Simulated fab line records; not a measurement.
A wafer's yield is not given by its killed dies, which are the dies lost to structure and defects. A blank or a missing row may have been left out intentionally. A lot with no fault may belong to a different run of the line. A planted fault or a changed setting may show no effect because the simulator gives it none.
fab line records	flow nand_harc
record lots=6	wafers=18	last_day=33
route steps=1302 shown P_M0@256 END@1302
lots untouched by any fault: they come from a run of this same line in which no faults occurred
start_h: hours from the record's first day to the start of the lot's first wafer shown	wait_h: hours from the lot's prior step to this one	" repeats the value in the row above	L1.1+2: several wafers, shown together as one row	- either no value or no given start	* or withheld: withheld	< > ~ a bound
route shown NAME@n: NAME is a module with steps in the file, n the number in the route of the first one	usual: the fault-free wafers' mean and standard deviation	same: alike in all rows	chamber/n: place in a boat	sites: readings site by site	_std_site: standard deviation of those values	_edge_site: inner sites' mean taken away from outer sites' mean	radius_mm: for every site, how far away it sits from the centre of the wafer	mask NAME#n: copy n	behind: the most recent tool/chamber to have shaped the wafer	hold: why the lot was held/for how many hours/how that ended	device: the transistor (n, p or np) that didn't switch	end of line: the same wafers' tests at the end of the route	a step given without rows: its recipe and nothing more	killed: not the wafer's yield, but the dies lost to structure and defects at the first sort	map: a wafer's dies, marking killed ones x, the rest . and places with no die _
set.NAME: setting as actually run; set.NAME@STEP: the setting as run at that earlier step	model.NAME: the simulator's own value behind a step, which no gauge read
certain route steps with their lots: each step a table, each wafer a row
services: a tool's chamber out of use, with start hour (start_h, from the record's first day; less than 0 if before it), hours out, and reason
## steps
# step NHARC_P_M0_COAT_33
# recipe temp_c=200	time_s=65
# step NHARC_P_M0_COAT_03
# recipe spin_rpm=1500	resist_thk_nm=90
# step NHARC_P_M0_SOFTBAKE_04
# recipe temp_c=105	time_s=55
# step NHARC_P_M0_EBR_05
# step NHARC_P_M0_EXPOSE_06
# recipe na=1.35	target_cd_nm=90	dose_mj=81.28	mask_id=P_M0
# step NHARC_P_M0_PEB_07
# recipe peb_temp_c=100	peb_time_s=65
# step NHARC_P_M0_DEVELOP_08
# recipe develop_time_s=35	dev_temp_c=23
# step NHARC_P_M0_CD_MEAS_09
# recipe target_cd_nm=90	landing_energy_ev=500
# usual cd_nm=90.1/0.59
lot.wafer	tool	chamber	start_h	wait_h	cd_nm
L454.1	cd_sem-01	0	170.19	-	90.2
L454.3	"	0	"	"	89.7
L454.4	"	0	"	"	89.4
L456.1	cd_sem-03	0	199.20	-	90.5
L456.2	"	0	"	"	90.7
L456.5	"	0	"	"	90.5
L457.2	cd_sem-03	0	202.70	-	90.7
L457.3	"	0	"	"	90.6
L457.5	"	0	"	"	91.1
L468.4	cd_sem-01	0	305.96	-	90.8
L468.5	"	0	"	"	90.1
L468.6	"	0	"	"	90.8
L470.1	cd_sem-03	0	328.60	-	90.6
L470.4	"	0	"	"	90.7
L470.5	"	0	"	"	90.8
L472.1	cd_sem-02	0	352.16	-	90.3
L472.4	"	0	"	"	89.9
L472.5	"	0	"	"	89.6
# step NHARC_P_M0_OVL_MEAS_10
# recipe pitch_nm=180
# usual overlay_x_nm=-0.1/1	overlay_y_nm=0.0/0.78
lot.wafer	tool	chamber	start_h	wait_h	overlay_x_nm	overlay_y_nm
L454.1	overlay-02	-	170.28	-	-1.4	0.9
L454.3	"	-	"	"	-0.6	0.8
L454.4	"	-	"	"	-0.9	1.3
L456.1	overlay-02	-	199.29	-	-1.1	-0.1
L456.2	"	-	"	"	-0.8	0.0
L456.5	"	-	"	"	-0.6	-0.8
L457.2	overlay-02	-	202.78	-	-1.9	-0.8
L457.3	"	-	"	"	-2.0	-0.3
L457.5	"	-	"	"	-1.9	-0.4
L468.4	overlay-02	-	306.04	-	1.1	0.9
L468.5	"	-	"	"	0.6	0.4
L468.6	"	-	"	"	1.1	-0.6
L470.1	overlay-02	-	328.69	-	-1.6	-0.2
L470.4	"	-	"	"	-0.9	-0.8
L470.5	"	-	"	"	-1.6	-0.7
L472.1	overlay-01	-	352.25	-	-0.5	-0.2
L472.4	"	-	"	"	-0.4	-0.3
L472.5	"	-	"	"	-0.3	-0.4
# step NHARC_P_M0_INSPECT_11
# usual raw_defect_count=4.8/2.8
lot.wafer	tool	chamber	start_h	wait_h	raw_defect_count
L454.1	defect_inspect-02	-	170.31	0.0	1
L454.3	"	-	"	"	5
L454.4	"	-	"	"	3
L456.1	defect_inspect-02	-	199.32	0.0	4
L456.2	"	-	"	"	5
L456.5	"	-	"	"	5
L457.2	defect_inspect-02	-	202.82	0.0	7
L457.3	"	-	"	"	4
L457.5	"	-	"	"	5
L468.4	defect_inspect-02	-	306.08	0.0	6
L468.5	"	-	"	"	5
L468.6	"	-	"	"	8
L470.1	defect_inspect-02	-	328.73	0.0	5
L470.4	"	-	"	"	8
L470.5	"	-	"	"	5
L472.1	defect_inspect-01	-	352.29	0.0	3
L472.4	"	-	"	"	4
L472.5	"	-	"	"	2
# step NHARC_P_M0_DESCUM_14
# recipe time_s=3	o2_flow_sccm=200	ar_flow_sccm=0	bias_power_w=0	chemistry=O2
# usual drypump_motor_current_A=5.8/0.38	o2_flow_sccm=199.9/0.66	oes_product_au=1.004/0.0098	rf_vpp_V=58.0/0.96	showerhead_plenum_p_Torr=1.93/0.11	throttle_valve_pct=11.311/0.0094
lot.wafer	tool	chamber	start_h	wait_h	drypump_motor_current_A	o2_flow_sccm	oes_product_au	rf_hours_counter_h	rf_vpp_V	showerhead_plenum_p_Torr	throttle_valve_pct
L454.1	rie_diel-06	2	170.37	0.1	5.0	200.6	0.994	9	58.9	2.07	11.306
L454.4	"	0	"	"	5.6	198.4	1.001	10	58.6	1.87	11.304
L454.3	"	1	"	"	5.7	200.3	0.989	12	58.5	1.93	11.313
L456.1	rie_diel-12	2	199.38	0.1	6.2	199.0	1.001	30	58.7	1.86	11.324
L456.2	"	3	"	"	5.8	201.1	1.027	31	57.6	1.79	11.308
L456.5	"	2	"	"	6.3	199.7	1.016	-	56.6	1.86	11.313
L457.2	rie_diel-05	1	202.88	0.1	6.6	200.5	0.987	20	58.4	2.04	11.320
L457.3	"	3	"	"	5.8	200.1	1.010	22	58.9	1.96	11.304
L457.5	"	2	"	"	5.8	198.8	0.996	-	57.8	1.77	11.316
L468.4	rie_diel-05	2	306.14	0.1	5.7	200.4	1.013	13	57.0	1.76	11.307
L468.6	"	1	"	"	6.5	199.4	1.001	-	57.7	2.03	11.325
L468.5	"	2	"	"	5.7	200.4	1.009	-	57.2	1.76	11.305
L470.1	rie_diel-05	1	328.90	0.2	6.6	199.5	1.002	15	57.8	2.03	11.309
L470.5	"	0	"	"	5.5	200.3	1.015	-	58.3	2.04	11.307
L470.4	"	1	"	"	6.6	200.4	1.004	-	58.5	2.03	11.313
L472.1	rie_diel-06	3	352.37	0.1	5.9	199.9	1.013	11	57.7	1.85	11.320
L472.4	"	0	"	"	5.6	199.8	1.010	11	56.9	1.85	11.313
L472.5	"	0	"	"	5.5	199.4	0.990	-	57.9	1.85	11.328
# step NHARC_P_M0_ETCH_34
# recipe target_depth_a=400	overetch_a=120	time_s=43.94	ion_energy_ev=200	n2_flow_sccm=150	h2_flow_sccm=150	ar_flow_sccm=0	rf_w=400	bias_w=150	chemistry=N2/H2
# usual drypump_motor_current_A=5.8/0.38	oes_product_au=1.004/0.009	rf_vpp_V=431/3.4	run_length_s=65.4/0.41	showerhead_plenum_p_Torr=2.05/0.12	throttle_valve_pct=14.171/0.0091
lot.wafer	tool	chamber	start_h	wait_h	drypump_motor_current_A	oes_product_au	rf_hours_counter_h	rf_vpp_V	run_length_s	showerhead_plenum_p_Torr	throttle_valve_pct
L454.1	rie_diel-06	0	170.46	0.1	5.6	1.020	10	429	64.9	1.99	14.166
L454.4	"	1	"	"	5.7	1.003	12	431	65.3	2.06	14.166
L454.3	"	2	"	"	5.0	1.003	9	435	65.5	2.21	14.181
L456.1	rie_diel-12	2	199.56	0.2	6.2	1.012	30	429	66.0	1.98	14.178
L456.2	"	0	"	"	5.9	0.987	37	426	65.3	1.89	14.175
L456.5	"	0	"	"	5.9	0.989	-	426	65.3	1.89	14.184
L457.2	rie_diel-05	2	202.97	0.1	5.7	1.009	22	426	65.2	1.88	14.161
L457.3	"	0	"	"	5.5	1.015	19	436	65.2	2.19	14.164
L457.5	"	2	"	"	5.7	1.006	-	425	65.4	1.88	14.174
L468.4	rie_diel-05	2	306.23	0.1	5.7	1.003	13	425	65.1	1.88	14.170
L468.5	"	1	"	"	6.5	1.000	-	435	65.5	2.17	14.184
L468.6	"	2	"	"	5.7	1.018	-	427	65.4	1.88	14.169
L470.1	rie_diel-05	0	329.22	0.3	5.4	1.006	11	434	65.5	2.18	14.165
L470.5	"	3	"	"	5.9	0.989	-	432	66.6	2.08	14.176
L470.4	"	0	"	"	5.5	1.004	-	435	65.3	2.18	14.188
L472.1	rie_diel-06	0	352.51	0.1	5.6	1.002	11	428	65.2	1.97	14.170
L472.4	"	1	"	"	5.7	0.995	6	431	65.5	2.04	14.174
L472.5	"	0	"	"	5.5	0.999	-	428	64.8	1.97	14.177
# step NHARC_P_M0_ETCH_15
# recipe target_depth_a=1500	overetch_a=150	time_s=82.5	c4f8_flow_sccm=withheld	ar_flow_sccm=400	rf_w=600	bias_w=300	chemistry=C4F8/Ar
# usual oes_product_au=0.959/0.022	rf_vpp_V=441/3.4	run_length_s=103.9/0.41
lot.wafer	tool	chamber	start_h	wait_h	oes_product_au	rf_hours_counter_h	rf_vpp_V	run_length_s
L454.1	rie_diel-06	3	170.55	-	0.966	8	439	103.5
L454.3	"	0	"	"	0.991	10	440	103.7
L454.4	"	2	"	"	0.969	9	446	104.2
L456.2	rie_diel-12	0	199.66	-	0.925	37	438	104.1
L456.1	"	3	"	"	0.935	32	436	103.3
L456.5	"	2	"	"	0.939	-	440	104.5
L457.3	rie_diel-05	0	203.05	-	0.992	19	446	104.0
L457.2	"	1	"	"	0.969	20	445	103.8
L457.5	"	0	"	"	0.987	-	445	103.7
L468.4	rie_diel-05	3	306.32	-	0.971	12	442	92.9
L468.5	"	1	"	"	0.959	-	444	92.3
L468.6	"	2	"	"	0.968	-	436	104.0
L470.1	rie_diel-05	1	329.66	-	0.932	16	444	103.7
L470.5	"	1	"	"	0.930	-	445	92.1
L470.4	"	3	"	"	0.932	-	442	92.8
L472.1	rie_diel-06	0	352.60	-	0.938	11	439	103.9
L472.4	"	2	"	"	0.956	11	445	103.7
L472.5	"	0	"	"	0.940	-	439	103.5
# step NHARC_P_M0_CD_MEAS_16
# usual cd_nm=90.0/0.79
lot.wafer	tool	chamber	start_h	wait_h	cd_nm
L454.1	cd_sem-02	-	170.67	-	89.8
L454.3	"	-	"	"	90.1
L454.4	"	-	"	"	89.1
L456.1	cd_sem-01	-	199.80	-	89.9
L456.2	"	-	"	"	91.0
L456.5	"	-	"	"	90.2
L457.2	cd_sem-03	-	203.18	-	90.7
L457.3	"	-	"	"	91.3
L457.5	"	-	"	"	91.2
L468.4	cd_sem-02	-	306.44	-	91.5
L468.5	"	-	"	"	91.0
L468.6	"	-	"	"	91.1
L470.1	cd_sem-02	-	329.80	-	90.5
L470.4	"	-	"	"	90.2
L470.5	"	-	"	"	90.3
L472.1	cd_sem-02	-	352.73	-	89.6
L472.4	"	-	"	"	89.4
L472.5	"	-	"	"	89.3
# step NHARC_END_SORT_01
# recipe temp_c=25
# usual defect_limited_yield=91.1/2.9	killed_at_array=55/20	killed_at_other=1.1/1.2	killed_at_periphery=3.8/2.8	killed_dies=60/19	killed_open=3.4/1.9	killed_short=2.2/1.5
# same gross_dies=677
lot.wafer	tool	chamber	start_h	wait_h	hold	defect_limited_yield[%]	killed_at_array	killed_at_other	killed_at_periphery	killed_dies	killed_open	killed_short
L454.1	prober-02	0	608.95	2.5	-	81.5	120	2	3	125	8	0
L454.3	prober-02	0	610.56	3.1	-	87.9	77	4	1	82	2	2
L454.4	prober-02	0	611.36	3.4	-	85.8	92	1	3	96	5	6
L456.1	prober-02	0	633.31	2.5	-	94.1	36	4	0	40	3	7
L456.2	prober-02	0	634.11	2.8	-	95.6	29	1	0	30	2	1
L456.5	prober-02	0	636.51	3.7	-	95.7	22	4	3	29	3	2
L457.2	prober-01	0	634.03	2.8	-	85.4	94	0	5	99	5	1
L457.3	prober-01	0	634.84	3.1	-	87.0	87	0	1	88	0	2
L457.5	prober-01	0	636.46	3.7	-	83.8	104	2	4	110	4	2
L468.4	prober-02	0	747.65	3.4	await_dispo/0.6h/release	0	55	0	622	677	1	1
L468.5	prober-02	0	748.44	3.7	await_dispo/0.6h/release	0.1	57	0	619	676	6	1
L468.6	prober-02	0	749.24	4.0	await_dispo/0.6h/release	91.0	56	0	5	61	3	2
L470.1	prober-02	0	767.04	2.5	await_dispo/1.0h/release	94.7	32	0	4	36	3	3
L470.4	prober-02	0	769.45	3.4	await_dispo/1.0h/release	0	35	1	641	677	3	2
L470.5	prober-02	0	770.25	3.7	await_dispo/1.0h/release	0.3	32	1	642	675	0	1
L472.1	prober-01	0	780.59	2.5	-	88.6	73	3	1	77	5	1
L472.4	prober-01	0	782.98	3.4	-	89.2	66	2	5	73	5	3
L472.5	prober-01	0	783.77	3.7	-	90.0	67	1	0	68	2	2
# killed by level:class
L454.1 A_CHANNEL_HOLE_D1:chamber_film_flake=38 A_SLIT:chamber_film_flake=37 A_CHANNEL_HOLE_D2:chamber_film_flake=29 A_STAIRCASE:chamber_film_flake=4 A_CONTACT:chamber_film_flake=3 A_SGD_CUT:geometric_particle:open=2 THIN_TSV:chamber_film_flake=2 P_GATE:geometric_particle:open=1
L454.3 A_SLIT:chamber_film_flake=29 A_CHANNEL_HOLE_D1:chamber_film_flake=23 A_CHANNEL_HOLE_D2:chamber_film_flake=19 THIN_TSV:chamber_film_flake=3 A_WL_FILL:geometric_particle:open=2 A_ONON_D1:geometric_particle:short=1 P_M1:chamber_film_flake=1 STARTING-WAFER:geometric_particle:short=1
L454.4 A_CHANNEL_HOLE_D2:chamber_film_flake=35 A_CHANNEL_HOLE_D1:chamber_film_flake=21 A_SLIT:chamber_film_flake=21 A_STAIRCASE:chamber_film_flake=4 A_CHANNEL_HOLE_D2:geometric_particle:short=2 A_WL_FILL:geometric_particle:short=2 A_M0:geometric_particle:open=2 A_CONTACT:chamber_film_flake=2
L456.1 A_CHANNEL_HOLE_D2:chamber_film_flake=16 A_CHANNEL_HOLE_D1:chamber_film_flake=5 A_ONON_D2:geometric_particle:short=2 A_WL_FILL:geometric_particle:short=2 A_STAIRCASE:chamber_film_flake=2 A_CONTACT:chamber_film_flake=2 THIN_TSV:chamber_film_flake=2 A_CHANNEL_FILL_D1:geometric_particle:open=1
L457.2 A_CHANNEL_HOLE_D2:chamber_film_flake=37 A_CHANNEL_HOLE_D1:chamber_film_flake=25 A_SLIT:chamber_film_flake=23 A_CONTACT:chamber_film_flake=4 P_ZERO_WELL:chamber_film_flake=2 P_GATE:geometric_particle:open=1 P_M0:geometric_particle:open=1 A_ONON_D2:geometric_particle:short=1
L456.2 A_CHANNEL_HOLE_D2:chamber_film_flake=12 A_SLIT:chamber_film_flake=3 A_CONTACT:chamber_film_flake=3 A_ZERO_WELL:chamber_film_flake=2 A_CHANNEL_HOLE_D1:chamber_film_flake=2 A_STAIRCASE:chamber_film_flake=2 A_SOURCE_PLATE:geometric_particle:open=1 A_CHANNEL_FILL_D1:geometric_particle:open=1
L457.3 A_CHANNEL_HOLE_D1:chamber_film_flake=27 A_SLIT:chamber_film_flake=25 A_CHANNEL_HOLE_D2:chamber_film_flake=24 A_DECK1_JOINT:chamber_film_flake=3 A_STAIRCASE:chamber_film_flake=3 A_CHANNEL_FILL_D1:geometric_particle:short=1 A_BLC:geometric_particle:short=1 P_STI:chamber_film_flake=1
L457.5 A_CHANNEL_HOLE_D2:chamber_film_flake=35 A_CHANNEL_HOLE_D1:chamber_film_flake=29 A_SLIT:chamber_film_flake=26 A_CONTACT:chamber_film_flake=6 P_STI:chamber_film_flake=2 A_STAIRCASE:chamber_film_flake=2 P_CONTACT:geometric_particle:open=1 A_CHANNEL_FILL_D1:geometric_particle:short=1
L456.5 A_CHANNEL_HOLE_D2:chamber_film_flake=11 A_CHANNEL_HOLE_D1:chamber_film_flake=4 THIN_TSV:chamber_film_flake=4 P_M0:geometric_particle:open=1 P_M2:geometric_particle:short=1 A_WL_FILL:geometric_particle:open=1 A_WL_FILL:geometric_particle:short=1 A_BLC:geometric_particle:open=1
L468.4 P_M0:area_etch=618 A_CHANNEL_HOLE_D1:chamber_film_flake=35 A_STAIRCASE:chamber_film_flake=5 A_SLIT:chamber_film_flake=5 A_CONTACT:chamber_film_flake=5 P_ZERO_WELL:chamber_film_flake=2 A_M1:chamber_film_flake=2 A_CHANNEL_FILL_D1:geometric_particle:open=1
L468.5 P_M0:area_etch=615 A_CHANNEL_HOLE_D1:chamber_film_flake=26 A_CONTACT:chamber_film_flake=11 A_SLIT:chamber_film_flake=5 A_WL_FILL:chamber_film_flake=4 A_SOURCE_PLATE:geometric_particle:open=3 A_STAIRCASE:chamber_film_flake=3 A_DECK1_JOINT:geometric_particle:short=1
L468.6 A_CHANNEL_HOLE_D1:chamber_film_flake=27 A_STAIRCASE:chamber_film_flake=9 A_SLIT:chamber_film_flake=6 A_WL_FILL:chamber_film_flake=3 A_CONTACT:chamber_film_flake=3 P_ZERO_WELL:chamber_film_flake=2 A_M1:chamber_film_flake=2 A_CHANNEL_FILL_D1:geometric_particle:open=1
L470.1 A_CHANNEL_HOLE_D1:chamber_film_flake=9 A_SLIT:chamber_film_flake=7 A_STAIRCASE:chamber_film_flake=5 A_CONTACT:chamber_film_flake=5 P_STI:chamber_film_flake=2 P_STI:geometric_particle:short=1 P_M0:geometric_particle:open=1 A_ONON_D1:geometric_particle:short=1
L470.4 P_M0:area_etch=637 A_CHANNEL_HOLE_D1:chamber_film_flake=12 A_CONTACT:chamber_film_flake=6 A_STAIRCASE:chamber_film_flake=5 A_SLIT:chamber_film_flake=5 P_STI:chamber_film_flake=2 A_CHANNEL_HOLE_D2:chamber_film_flake=2 P_M2:geometric_particle:short=1
L470.5 P_M0:area_etch=637 A_CHANNEL_HOLE_D1:chamber_film_flake=12 A_SLIT:chamber_film_flake=6 A_STAIRCASE:chamber_film_flake=4 A_CONTACT:chamber_film_flake=4 A_BLC:chamber_film_flake=4 P_STI:chamber_film_flake=3 P_M2:chamber_film_flake=2
L472.1 A_SLIT:chamber_film_flake=26 A_CHANNEL_HOLE_D2:chamber_film_flake=20 A_CHANNEL_HOLE_D1:chamber_film_flake=12 A_CONTACT:chamber_film_flake=5 THIN_TSV:chamber_film_flake=3 A_STAIRCASE:chamber_film_flake=2 P_M1:geometric_particle:open=1 A_CHANNEL_FILL_D1:geometric_particle:short=1
L472.4 A_SLIT:chamber_film_flake=23 A_CHANNEL_HOLE_D2:chamber_film_flake=16 A_CHANNEL_HOLE_D1:chamber_film_flake=13 A_CHANNEL_FILL_D1:chamber_film_flake=3 A_CONTACT:chamber_film_flake=3 P_ZERO_WELL:chamber_film_flake=2 THIN_TSV:chamber_film_flake=2 P_GATE:geometric_particle:open=1
L472.5 A_SLIT:chamber_film_flake=30 A_CHANNEL_HOLE_D2:chamber_film_flake=22 A_CHANNEL_HOLE_D1:chamber_film_flake=7 A_ONON_D1:geometric_particle:short=1 A_CONTACT:geometric_particle:open=1 A_BLC:geometric_particle:short=1 A_M0:geometric_particle:open=1 A_CHANNEL_FILL_D1:chamber_film_flake=1
# map L468.4 (x killed, . not)
____________x____________
_________xxxxxxx_________
_______xxxxxxxxxxx_______
______xxxxxxxxxxxxx______
_____xxxxxxxxxxxxxxx_____
____xxxxxxxxxxxxxxxxx____
____xxxxxxxxxxxxxxxxx____
___xxxxxxxxxxxxxxxxxxx___
___xxxxxxxxxxxxxxxxxxx___
__xxxxxxxxxxxxxxxxxxxxx__
__xxxxxxxxxxxxxxxxxxxxx__
_xxxxxxxxxxxxxxxxxxxxxxx_
_xxxxxxxxxxxxxxxxxxxxxxx_
_xxxxxxxxxxxxxxxxxxxxxxx_
_xxxxxxxxxxxxxxxxxxxxxxx_
_xxxxxxxxxxxxxxxxxxxxxxx_
xxxxxxxxxxxxxxxxxxxxxxxxx
xxxxxxxxxxxxxxxxxxxxxxxxx
xxxxxxxxxxxxxxxxxxxxxxxxx
xxxxxxxxxxxxxxxxxxxxxxxxx
xxxxxxxxxxxxxxxxxxxxxxxxx
_xxxxxxxxxxxxxxxxxxxxxxx_
_xxxxxxxxxxxxxxxxxxxxxxx_
_xxxxxxxxxxxxxxxxxxxxxxx_
_xxxxxxxxxxxxxxxxxxxxxxx_
_xxxxxxxxxxxxxxxxxxxxxxx_
__xxxxxxxxxxxxxxxxxxxxx__
__xxxxxxxxxxxxxxxxxxxxx__
___xxxxxxxxxxxxxxxxxxx___
___xxxxxxxxxxxxxxxxxxx___
____xxxxxxxxxxxxxxxxx____
____xxxxxxxxxxxxxxxxx____
_____xxxxxxxxxxxxxxx_____
______xxxxxxxxxxxxx______
_______xxxxxxxxxxx_______
_________xxxxxxx_________
____________x____________
# map L470.4 (x killed, . not)
____________x____________
_________xxxxxxx_________
_______xxxxxxxxxxx_______
______xxxxxxxxxxxxx______
_____xxxxxxxxxxxxxxx_____
____xxxxxxxxxxxxxxxxx____
____xxxxxxxxxxxxxxxxx____
___xxxxxxxxxxxxxxxxxxx___
___xxxxxxxxxxxxxxxxxxx___
__xxxxxxxxxxxxxxxxxxxxx__
__xxxxxxxxxxxxxxxxxxxxx__
_xxxxxxxxxxxxxxxxxxxxxxx_
_xxxxxxxxxxxxxxxxxxxxxxx_
_xxxxxxxxxxxxxxxxxxxxxxx_
_xxxxxxxxxxxxxxxxxxxxxxx_
_xxxxxxxxxxxxxxxxxxxxxxx_
xxxxxxxxxxxxxxxxxxxxxxxxx
xxxxxxxxxxxxxxxxxxxxxxxxx
xxxxxxxxxxxxxxxxxxxxxxxxx
xxxxxxxxxxxxxxxxxxxxxxxxx
xxxxxxxxxxxxxxxxxxxxxxxxx
_xxxxxxxxxxxxxxxxxxxxxxx_
_xxxxxxxxxxxxxxxxxxxxxxx_
_xxxxxxxxxxxxxxxxxxxxxxx_
_xxxxxxxxxxxxxxxxxxxxxxx_
_xxxxxxxxxxxxxxxxxxxxxxx_
__xxxxxxxxxxxxxxxxxxxxx__
__xxxxxxxxxxxxxxxxxxxxx__
___xxxxxxxxxxxxxxxxxxx___
___xxxxxxxxxxxxxxxxxxx___
____xxxxxxxxxxxxxxxxx____
____xxxxxxxxxxxxxxxxx____
_____xxxxxxxxxxxxxxx_____
______xxxxxxxxxxxxx______
_______xxxxxxxxxxx_______
_________xxxxxxx_________
____________x____________
## services
tool	chamber	start_h	hours	kind
rie_diel-05	0	159.60	-	clean
rie_diel-05	1	159.60	-	clean
rie_diel-05	2	159.60	-	clean
rie_diel-05	3	159.60	-	clean
rie_diel-12	2	167.76	10.3	repair
rie_diel-05	0	184.20	-	clean
rie_diel-05	1	184.20	-	clean
rie_diel-05	2	184.20	-	clean
rie_diel-05	3	184.20	-	clean
rie_diel-12	3	192.68	3.1	repair
rie_diel-06	3	195.66	2.8	repair
rie_diel-05	0	208.77	-	clean
rie_diel-05	1	208.77	-	clean
rie_diel-05	2	208.77	-	clean
rie_diel-05	3	218.54	3.7	repair
rie_diel-05	-	229.61	9.0	pm
rie_diel-12	-	242.81	0.4	repair
rie_diel-05	0	262.89	11.6	repair
rie_diel-12	-	268.49	9.0	pm
rie_diel-06	1	277.30	2.3	repair
rie_diel-06	1	283.67	51.5	repair
rie_diel-05	0	291.78	5.0	repair
rie_diel-06	-	307.20	9.0	pm
rie_diel-05	2	323.93	10.6	repair
## key
first_sign step=NHARC_P_M0_ETCH_15	reading=run_length_s	direction=down	sigmas=28	usual=*	struck=*
effect step=NHARC_END_SORT_01	reading=killed_at_periphery	direction=up	sigmas=99+	usual=3.8	struck=631
more_kills_born_at NHARC_P_M0_ETCH_15@rie_diel-05=2507
met_at NHARC_P_M0_ETCH_15
struck_wafers L468.4,L468.5,L470.4,L470.5
later_rows_left_out L468.4,L468.5,L470.4,L470.5
onset_between 203.05 306.32
fault kind=process_parameter_drift	tool=rie_diel-05	chamber=-	onset_h=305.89	steps=NHARC_P_M0_ETCH_15	channel=time_s	offset=*	shape=step	end_h=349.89	scope=struck_wafers_only	acts_in=*	stated=*
# later_rows_left_out: the simulator's readings of these wafers behind a module that went badly wrong aren't trusted and aren't shown, but for the sort
